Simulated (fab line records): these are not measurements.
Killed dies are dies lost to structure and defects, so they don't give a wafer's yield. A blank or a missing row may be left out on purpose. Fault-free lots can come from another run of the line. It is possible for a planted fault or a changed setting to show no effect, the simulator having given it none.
fab line records	flow nandHarc
record: lots: 7	wafers: 20	lastDay: 33
route steps=1302 shown A_STAIRCASE@640 END@1302
lots untouched by any fault: they come from a run of this same line in which no faults occurred
startH: hours from the record's first day to the start of the lot's first wafer shown	waitH: time in hours since the lot's previous step	" the same as in the row above	L1.1+2: a row that stands for several wafers	- either no value or no given start	* or withheld: withheld	< > ~ a bound
route shown NAME@n: NAME is a module with steps in the file, n the number in the route of the first one	usual: mean/standard deviation of fault-free wafers	same: alike in all rows	chamber/n: place in a boat	sites: per-site readings	_std_site: the values' standard deviation	_edge_site: the outer-site mean with the inner-site mean subtracted	radiusMm: for every site, how far away it sits from the centre of the wafer	mask NAME#n: copy n	behind: the last tool/chamber to shape the wafer	hold: reason for holding the lot/hours on hold/outcome of the hold	device: which transistor (n, p or np) failed to switch	end of line: tests of these same wafers at the route's end	a step with no rows: only its recipe	killed: dies lost to structure and defects at the first sort, not the wafer's yield	map: dies across one wafer; x = killed, . = not, _ = none there
set.NAME: the run value of the setting; set.NAME@STEP: its run value at that earlier step	model.NAME: the simulator's own value behind a step, which no gauge read
lots at selected steps of the route; one table per step, one row per wafer
services: a tool's chamber out of use, with start hour (startH, from the record's first day; less than 0 if before it), hours out, and reason
== steps ==
step: NHARC_A_STAIRCASE_DEHYDRATE_158
recipe: tempC: 150	timeS: 120
step: NHARC_A_STAIRCASE_HMDS_159
recipe: timeS: 30
step: NHARC_A_STAIRCASE_COAT_160
recipe: spinRpm: 1200
step: NHARC_A_STAIRCASE_SOFTBAKE_161
recipe: tempC: 135	timeS: 170
step: NHARC_A_STAIRCASE_EBR_162
step: NHARC_A_STAIRCASE_EXPOSE_163
recipe: na: 0.5	doseMj: 20.01	maskId: STAIR_OPEN
step: NHARC_A_STAIRCASE_PEB_164
recipe: pebTempC: 115	pebTimeS: 130
step: NHARC_A_STAIRCASE_DEVELOP_165
recipe: timeS: 140
step: NHARC_A_STAIRCASE_HARDBAKE_167
recipe: tempC: 120	timeS: 140
step: NHARC_A_STAIRCASE_DESCUM_168
recipe: timeS: 3	o2FlowSccm: 200	arFlowSccm: 0	biasPowerW: 0	chemistry: O2
usual: drypumpMotorCurrentA: 5.7/0.45	o2FlowSccm: 200.0/0.63	oesProductAu: 1.000/0.0066	rfVppV: 57.9/0.93	showerheadPlenumPTorr: 1.90/0.099	throttleValvePct: 11.311/0.009
same: timeS: 3
lot.wafer	tool	chamber	startH	waitH	drypumpMotorCurrentA	o2FlowSccm	oesProductAu	rfHoursCounterH	rfVppV	showerheadPlenumPTorr	throttleValvePct
L558.4	rieDiel-12	1	346.18	-	5.4	199.2	1.004	24	57.3	2.07	11.300
L558.1	"	2	"	"	6.3	199.5	0.991	26	55.5	1.82	11.315
L558.5	"	0	"	"	5.7	199.4	0.997	-	57.6	2.00	11.304
L562.2	rieDiel-08	2	392.26	-	6.3	200.0	0.997	3	58.0	1.91	11.325
L562.4	"	0	"	"	4.9	199.3	0.994	6	58.6	2.06	11.327
L562.5	"	2	"	"	6.3	200.5	1.001	-	58.4	1.91	11.314
L574.3	rieDiel-12	2	496.65	-	6.3	200.4	1.005	10	56.7	1.81	11.317
L574.4	"	2	"	"	6.3	200.1	0.997	-	57.7	1.81	11.318
L574.6	"	3	"	"	6.2	199.5	0.990	-	58.3	1.86	11.315
L576.2	rieDiel-08	1	533.59	-	5.7	200.4	1.014	39	57.0	1.77	11.297
L576.6	"	0	"	"	4.8	199.7	0.999	-	57.3	2.04	11.311
L576.4	"	1	"	"	5.7	200.7	1.011	-	56.8	1.77	11.327
L578.4	rieDiel-12	2	542.33	-	6.3	199.4	0.992	26	56.8	1.80	11.307
L578.6	"	0	"	"	5.7	201.0	1.011	-	56.1	1.97	11.297
L578.5	"	1	"	"	5.4	200.1	0.996	-	58.7	2.05	11.296
L577.3	rieDiel-12	1	542.45	-	5.4	199.9	0.994	25	58.6	2.05	11.311
L577.5	"	1	"	"	5.4	199.9	0.998	-	58.6	2.05	11.321
L581.2	rieDiel-08	2	577.03	-	6.3	199.7	1.003	4	57.4	1.89	11.316
L581.5	"	2	"	"	6.3	198.5	0.993	-	57.2	1.89	11.305
L581.6	"	3	"	"	5.8	201.5	1.001	-	57.2	1.79	11.327
step: NHARC_A_STAIRCASE_ETCH_169
recipe: targetDepthA: 500	timeS: 107.1	ionEnergyEv: 120	ch3fFlowSccm: 50	o2FlowSccm: 30	arFlowSccm: 200	rfW: 500	biasW: 100	chemistry: CH3F/O2
usual: drypumpMotorCurrentA: 5.8/0.47	o2FlowSccm: 29.99/0.082	oesProductAu: 0.962/0.017	rfVppV: 244.1/2	runLengthS: 128.2/0.36	showerheadPlenumPTorr: 2.44/0.13	throttleValvePct: 20.663/0.009
same: timeS: 107.1
lot.wafer	tool	chamber	startH	waitH	drypumpMotorCurrentA	o2FlowSccm	oesProductAu	rfHoursCounterH	rfVppV	runLengthS	showerheadPlenumPTorr	throttleValvePct
L558.1	rieDiel-12	2	346.27	0.1	6.3	30.09	0.963	26	244.6	128.0	2.34	20.660
L558.4	"	3	"	"	6.2	30.12	0.960	21	244.2	128.4	2.42	20.661
L558.5	"	0	"	"	5.7	30.03	0.956	-	245.6	128.4	2.56	20.665
L562.2	rieDiel-08	0	392.35	0.1	4.8	29.92	0.945	6	248.2	128.1	2.64	20.657
L562.4	"	2	"	"	6.3	30.03	0.958	3	245.9	128.6	2.46	20.673
L562.5	"	0	"	"	4.8	30.10	0.947	-	247.1	128.0	2.64	20.667
L574.3	rieDiel-12	3	496.77	0.1	6.3	30.14	0.939	12	244.0	128.8	2.40	20.661
L574.4	"	2	"	"	6.3	30.09	0.947	-	241.2	128.5	2.33	20.669
L574.6	"	3	"	"	6.3	30.09	0.943	-	242.8	128.8	2.40	20.688
L576.2	rieDiel-08	1	533.70	0.1	5.7	30.11	0.972	39	242.9	128.0	2.28	20.659
L576.6	"	2	"	"	6.3	29.87	0.963	-	244.2	128.4	2.44	20.659
L576.4	"	0	"	"	4.9	30.00	0.970	-	246.1	128.3	2.62	20.653
L578.4	rieDiel-12	1	542.42	0.1	5.4	30.00	0.959	25	245.3	128.1	2.63	20.666
L578.6	"	3	"	"	6.3	29.99	0.968	-	243.4	128.3	2.39	20.678
L578.5	"	0	"	"	5.7	29.93	0.971	-	245.7	128.7	2.53	20.670
L577.3	rieDiel-12	2	542.57	0.1	6.3	30.00	0.943	26	242.6	127.8	2.32	20.666
L577.5	"	1	"	"	5.4	29.86	0.940	-	247.3	128.5	2.62	20.660
L581.2	rieDiel-08	1	577.11	0.1	5.7	29.93	0.980	3	245.9	128.0	2.66	20.662
L581.5	"	1	"	"	5.7	29.89	0.990	-	248.6	128.2	2.66	20.665
L581.6	"	2	"	"	6.3	30.02	0.950	-	243.7	128.9	2.44	20.670
step: NHARC_A_STAIRCASE_ETCH_170
recipe: targetDepthA: 2000	timeS: 66.667	ionEnergyEv: 250	c4f6FlowSccm: 25	o2FlowSccm: 20	arFlowSccm: 500	rfW: 600	biasW: 500	chemistry: C4F6/O2
usual: drypumpMotorCurrentA: 5.8/0.49	o2FlowSccm: 20.00/0.06	oesProductAu: 0.974/0.013	rfVppV: 547/4.1	runLengthS: 87.8/0.39	showerheadPlenumPTorr: 3.91/0.19	throttleValvePct: 26.903/0.0092
lot.wafer	tool	chamber	startH	waitH	drypumpMotorCurrentA	o2FlowSccm	oesProductAu	rfHoursCounterH	rfVppV	runLengthS	showerheadPlenumPTorr	throttleValvePct
L558.1	rieDiel-12	0	346.39	-	5.7	19.95	0.968	20	549	88.1	4.08	26.913
L558.4	"	1	"	"	5.4	19.94	0.968	25	553	87.8	4.21	26.910
L558.5	"	3	"	"	6.3	19.89	0.967	-	545	88.1	3.86	26.913
L562.4	rieDiel-08	0	392.46	-	4.9	20.05	0.975	6	552	88.0	4.19	26.906
L562.2	"	2	"	"	6.3	19.94	0.965	3	547	88.6	3.92	26.907
L562.5	"	1	"	"	5.7	19.99	0.958	-	542	87.6	3.68	26.902
L574.3	rieDiel-12	3	496.89	-	6.3	20.06	0.954	12	546	77.8	3.83	26.909
L574.4	"	3	"	"	6.3	19.99	0.948	-	545	87.9	3.83	26.901
L574.6	"	2	"	"	6.3	19.95	0.953	-	541	87.9	3.73	26.885
L576.2	rieDiel-08	1	533.82	-	5.7	19.94	0.970	39	540	87.7	3.66	26.903
L576.4	"	2	"	"	6.3	19.98	0.975	-	546	88.4	3.89	26.913
L576.6	"	0	"	"	4.9	19.96	0.978	-	552	87.8	4.16	26.900
L578.4	rieDiel-12	3	542.53	-	6.3	19.93	0.978	29	545	88.1	3.82	26.900
L578.5	"	1	"	"	5.4	19.98	0.974	-	551	77.4	4.17	26.896
L578.6	"	2	"	"	6.3	20.02	0.995	-	544	87.7	3.72	26.902
L577.3	rieDiel-12	1	542.68	-	5.4	20.03	0.947	25	552	77.4	4.17	26.909
L577.5	"	0	"	"	5.7	20.00	0.970	-	550	77.8	4.03	26.899
L581.2	rieDiel-08	0	577.24	-	4.9	19.98	0.979	3	550	88.0	4.15	26.917
L581.5	"	3	"	"	5.9	20.02	0.963	-	542	87.2	3.69	26.916
L581.6	"	0	"	"	4.8	20.02	0.977	-	551	87.9	4.15	26.912
step: NHARC_A_STAIRCASE_STRIP_171
recipe: powerW: 1500	tempC: 250	chemistry: O2
usual: drypumpMotorCurrentA: 5.3/0.32	heaterPowerW: 333/22
lot.wafer	tool	chamber	startH	waitH	drypumpMotorCurrentA	heaterPowerW	rfHoursCounterH
L558.1	plasmaAsher-01	0	346.54	-	5.7	314	31
L558.4	"	1	"	"	4.6	314	-
L558.5	"	1	"	"	4.7	314	-
L562.2	plasmaAsher-01	1	392.57	-	4.7	315	5
L562.4	"	1	"	"	4.7	312	-
L562.5	"	0	"	"	5.7	317	-
L574.4	plasmaAsher-02	1	497.21	-	5.4	364	-
L574.3	"	0	"	"	5.4	316	-
L574.6	"	0	"	"	5.4	318	-
L576.2	plasmaAsher-02	1	533.93	-	5.4	355	18
L576.4	"	1	"	"	5.4	349	-
L576.6	"	1	"	"	5.4	358	-
L578.4	plasmaAsher-02	1	542.72	-	5.4	357	-
L578.5	"	1	"	"	5.4	362	-
L578.6	"	0	"	"	5.4	318	-
L577.3	plasmaAsher-01	0	542.93	-	5.7	314	-
L577.5	"	0	"	"	5.7	317	-
L581.2	plasmaAsher-02	1	577.39	-	5.4	359	26
L581.5	"	0	"	"	5.4	313	-
L581.6	"	1	"	"	5.4	371	-
step: NHARC_END_SORT_01
recipe: tempC: 25
usual: killedAtArray: 55/17	killedAtOther: 1.1/1.4	killedAtPeriphery: 3.9/3	killedDies: 59/17	killedOpen: 3.5/2	killedShort: 2.6/1.6
same: grossDies: 677
lot.wafer	tool	chamber	startH	waitH	killedAtArray	killedAtOther	killedAtPeriphery	killedDies	killedOpen	killedShort
L574.3	prober-02	0	720.82	3.1	668	1	8	677	8	2
L578.5	prober-01	0	755.84	3.7	673	2	2	677	3	2
L577.3	prober-01	0	766.01	3.1	675	0	2	677	5	4
L577.5	prober-01	0	767.65	3.8	673	0	4	677	1	2
killed by level:class
L574.3 A_STAIRCASE:areaEtch=599 A_SLIT:chamberFilmFlake=35 A_CHANNEL_HOLE_D1:chamberFilmFlake=25 P_M0:geometricParticle:open=2 P_M0:geometricParticle:short=2 P_M1:geometricParticle:open=2 P_STI:chamberFilmFlake=2 A_CHANNEL_FILL_D2:chamberFilmFlake=2
L578.5 A_STAIRCASE:areaEtch=641 A_CHANNEL_HOLE_D1:chamberFilmFlake=14 A_SLIT:chamberFilmFlake=6 A_STAIRCASE:chamberFilmFlake=4 A_CHANNEL_HOLE_D2:chamberFilmFlake=2 A_CONTACT:chamberFilmFlake=2 THIN_TSV:chamberFilmFlake=2 P_CONTACT:geometricParticle:open=1
L577.3 A_STAIRCASE:areaEtch=613 A_SLIT:chamberFilmFlake=23 A_CHANNEL_HOLE_D2:chamberFilmFlake=15 A_CONTACT:chamberFilmFlake=9 A_CHANNEL_HOLE_D1:chamberFilmFlake=4 A_WL_FILL:chamberFilmFlake=3 A_CHANNEL_FILL_D2:geometricParticle:short=2 A_WL_FILL:geometricParticle:open=2
L577.5 A_STAIRCASE:areaEtch=589 A_SLIT:chamberFilmFlake=28 A_CHANNEL_HOLE_D2:chamberFilmFlake=26 A_CONTACT:chamberFilmFlake=13 A_CHANNEL_HOLE_D1:chamberFilmFlake=8 A_STAIRCASE:chamberFilmFlake=3 P_CONTACT:geometricParticle:open=1 A_WL_FILL:geometricParticle:short=1
map L574.3 (x killed, . not)
____________x____________
_________xxxxxxx_________
_______xxxxxxxxxxx_______
______xxxxxxxxxxxxx______
_____xxxxxxxxxxxxxxx_____
____xxxxxxxxxxxxxxxxx____
____xxxxxxxxxxxxxxxxx____
___xxxxxxxxxxxxxxxxxxx___
___xxxxxxxxxxxxxxxxxxx___
__xxxxxxxxxxxxxxxxxxxxx__
__xxxxxxxxxxxxxxxxxxxxx__
_xxxxxxxxxxxxxxxxxxxxxxx_
_xxxxxxxxxxxxxxxxxxxxxxx_
_xxxxxxxxxxxxxxxxxxxxxxx_
_xxxxxxxxxxxxxxxxxxxxxxx_
_xxxxxxxxxxxxxxxxxxxxxxx_
xxxxxxxxxxxxxxxxxxxxxxxxx
xxxxxxxxxxxxxxxxxxxxxxxxx
xxxxxxxxxxxxxxxxxxxxxxxxx
xxxxxxxxxxxxxxxxxxxxxxxxx
xxxxxxxxxxxxxxxxxxxxxxxxx
_xxxxxxxxxxxxxxxxxxxxxxx_
_xxxxxxxxxxxxxxxxxxxxxxx_
_xxxxxxxxxxxxxxxxxxxxxxx_
_xxxxxxxxxxxxxxxxxxxxxxx_
_xxxxxxxxxxxxxxxxxxxxxxx_
__xxxxxxxxxxxxxxxxxxxxx__
__xxxxxxxxxxxxxxxxxxxxx__
___xxxxxxxxxxxxxxxxxxx___
___xxxxxxxxxxxxxxxxxxx___
____xxxxxxxxxxxxxxxxx____
____xxxxxxxxxxxxxxxxx____
_____xxxxxxxxxxxxxxx_____
______xxxxxxxxxxxxx______
_______xxxxxxxxxxx_______
_________xxxxxxx_________
____________x____________
map L577.3 (x killed, . not)
____________x____________
_________xxxxxxx_________
_______xxxxxxxxxxx_______
______xxxxxxxxxxxxx______
_____xxxxxxxxxxxxxxx_____
____xxxxxxxxxxxxxxxxx____
____xxxxxxxxxxxxxxxxx____
___xxxxxxxxxxxxxxxxxxx___
___xxxxxxxxxxxxxxxxxxx___
__xxxxxxxxxxxxxxxxxxxxx__
__xxxxxxxxxxxxxxxxxxxxx__
_xxxxxxxxxxxxxxxxxxxxxxx_
_xxxxxxxxxxxxxxxxxxxxxxx_
_xxxxxxxxxxxxxxxxxxxxxxx_
_xxxxxxxxxxxxxxxxxxxxxxx_
_xxxxxxxxxxxxxxxxxxxxxxx_
xxxxxxxxxxxxxxxxxxxxxxxxx
xxxxxxxxxxxxxxxxxxxxxxxxx
xxxxxxxxxxxxxxxxxxxxxxxxx
xxxxxxxxxxxxxxxxxxxxxxxxx
xxxxxxxxxxxxxxxxxxxxxxxxx
_xxxxxxxxxxxxxxxxxxxxxxx_
_xxxxxxxxxxxxxxxxxxxxxxx_
_xxxxxxxxxxxxxxxxxxxxxxx_
_xxxxxxxxxxxxxxxxxxxxxxx_
_xxxxxxxxxxxxxxxxxxxxxxx_
__xxxxxxxxxxxxxxxxxxxxx__
__xxxxxxxxxxxxxxxxxxxxx__
___xxxxxxxxxxxxxxxxxxx___
___xxxxxxxxxxxxxxxxxxx___
____xxxxxxxxxxxxxxxxx____
____xxxxxxxxxxxxxxxxx____
_____xxxxxxxxxxxxxxx_____
______xxxxxxxxxxxxx______
_______xxxxxxxxxxx_______
_________xxxxxxx_________
____________x____________
== services ==
tool	chamber	startH	hours	kind
rieDiel-08	0	329.57	12.2	repair
rieDiel-12	0	330.29	-	clean
rieDiel-12	1	330.29	-	clean
rieDiel-12	2	330.29	-	clean
rieDiel-12	3	330.29	-	clean
rieDiel-08	3	331.33	9.0	repair
rieDiel-08	1	334.13	9.5	repair
rieDiel-12	0	354.79	-	clean
rieDiel-12	1	354.79	-	clean
rieDiel-12	2	354.79	-	clean
plasmaAsher-01	-	355.47	9.0	pm
rieDiel-08	-	370.64	9.0	pm
rieDiel-08	1	406.95	5.1	repair
plasmaAsher-01	-	423.24	13.8	repair
plasmaAsher-02	-	426.40	9.0	pm
plasmaAsher-02	-	446.19	20.3	repair
rieDiel-12	-	449.15	9.0	pm
rieDiel-12	-	471.86	0.6	repair
rieDiel-12	1	495.04	11.0	repair
rieDiel-08	1	498.58	30.5	repair
plasmaAsher-01	-	510.41	3.6	repair
plasmaAsher-01	-	532.47	9.0	pm
rieDiel-08	-	547.64	9.0	pm
plasmaAsher-02	-	565.94	0.6	repair
== key ==
firstSign: step: NHARC_A_STAIRCASE_ETCH_170	reading: runLengthS	direction: down	sigmas: 26	usual: *	struck: *
effect: step: NHARC_END_SORT_01	reading: killedAtArray	direction: up	sigmas: 37	usual: 55	struck: 672
moreKillsBornAt: NHARC_A_STAIRCASE_ETCH_170@rieDiel-12: 2442
metAt NHARC_A_STAIRCASE_ETCH_170
struckWafers L574.3,L577.3,L577.5,L578.5
laterRowsLeftOut L574.3,L577.3,L577.5,L578.5
testerLeftOut L574,L577,L578
onsetBetween 346.39 496.89
fault: kind: processParameterDrift	tool: rieDiel-12	chamber: -	onsetH: 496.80	steps: NHARC_A_STAIRCASE_ETCH_170	channel: timeS	offset: *	shape: step	endH: 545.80	scope: struckWafersOnly	actsIn: *	stated: *
testerLeftOut: of these lots the tester's yield and bins aren't shown, on N5 and GAA mostly nor the transistor test; their killed dies are dies lost to structure and defects alone, not to doping, threshold or leakage, so they don't give the yield
laterRowsLeftOut: the simulator's readings of these wafers behind a module that went badly wrong aren't trusted and aren't shown, but for the sort
